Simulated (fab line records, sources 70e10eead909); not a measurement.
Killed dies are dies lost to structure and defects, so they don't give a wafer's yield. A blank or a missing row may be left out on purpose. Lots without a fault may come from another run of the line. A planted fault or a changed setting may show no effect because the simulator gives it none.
Chamber matching | flow nand_harc | NHARC_P_M1_ETCH_35 on rie_diel-09: 4 sister chambers
The step etches the open film in N2/H2, target depth 40 nm, overetch 12 nm, time 43.94 s. 16 wafers are shown with their chamber, then 8 later ones without.

WAFERS WITH THEIR CHAMBER
wafer  | chamber | showerhead_plenum_p_Torr (Torr) | drypump_motor_current_A (A) | rf_vpp_V (V)
L079.1 | 3       | 2.11                            | 5.7                         | 431.6
L079.3 | 2       | 2.00                            | 5.3                         | 428.9
L079.6 | 2       | 2.00                            | 5.3                         | 428.9
L080.3 | 2       | 2.00                            | 5.3                         | 429.7
L080.5 | 0       | 2.10                            | 5.4                         | 432.1
L080.6 | 3       | 2.11                            | 5.7                         | 432.7
L084.1 | 1       | 2.01                            | 5.2                         | 428.9
L084.2 | 3       | 2.11                            | 5.6                         | 431.2
L084.4 | 2       | 2.00                            | 5.2                         | 429.5
L087.1 | 0       | 2.10                            | 5.4                         | 432.7
L087.2 | 3       | 2.11                            | 5.7                         | 433.2
L087.5 | 3       | 2.11                            | 5.7                         | 431.6
L088.3 | 3       | 2.11                            | 5.7                         | 433.6
L088.4 | 1       | 2.00                            | 5.1                         | 428.0
L088.5 | 3       | 2.11                            | 5.7                         | 431.7
L089.1 | 2       | 2.00                            | 5.2                         | 429.2

SIGNATURES (means of the wafers above)
reading                  | chamber 0 | chamber 1 | chamber 2 | chamber 3 | scatter within a chamber
showerhead_plenum_p_Torr | 2.1000    | 2.0050    | 2.0000    | 2.1100    | 0.00204
drypump_motor_current_A  | 5.400     | 5.150     | 5.260     | 5.686     | 0.0462
rf_vpp_V                 | 432.400   | 428.450   | 429.240   | 432.229   | 0.723
Rule: a wafer's distance from a chamber is the root of the sum, over the readings, of the square of ((its reading less the chamber's mean) divided by the reading's scatter). The wafer belongs to the nearest chamber; if the next one is less than 2 further off, it can't be placed. The scatter: the root of (the sum of the squares of (reading less its chamber's mean) over the shown wafers, divided by (wafers less chambers)).

WAFERS WITHOUT THEIR CHAMBER
wafer  | showerhead_plenum_p_Torr (Torr) | drypump_motor_current_A (A) | rf_vpp_V (V)
L089.4 | 2.11                            | 5.7                         | 431.7
L089.5 | 2.00                            | 5.1                         | 429.9
L093.2 | 2.00                            | 5.2                         | 429.4
L093.5 | 2.00                            | 5.1                         | 430.4
L093.6 | 2.10                            | 5.5                         | 431.7
L096.1 | 2.10                            | 5.4                         | 432.2
L096.3 | 2.00                            | 5.1                         | 430.3
L096.4 | 2.11                            | 5.7                         | 433.1

WHICH CHAMBER EACH WENT THROUGH
wafer  | from the rows above     | in truth
L089.4 | 3                       | 3
L089.5 | can't be placed: 1 or 2 | 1
L093.2 | can't be placed: 2 or 1 | 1
L093.5 | can't be placed: 1 or 2 | 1
L093.6 | 0                       | 0
L096.1 | 0                       | 0
L096.3 | can't be placed: 1 or 2 | 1
L096.4 | 3                       | 3
Placed correctly: 4 of 8. Can't be placed from these rows: 4 (the true chamber is among the candidates in 4). Placed wrongly: 0.
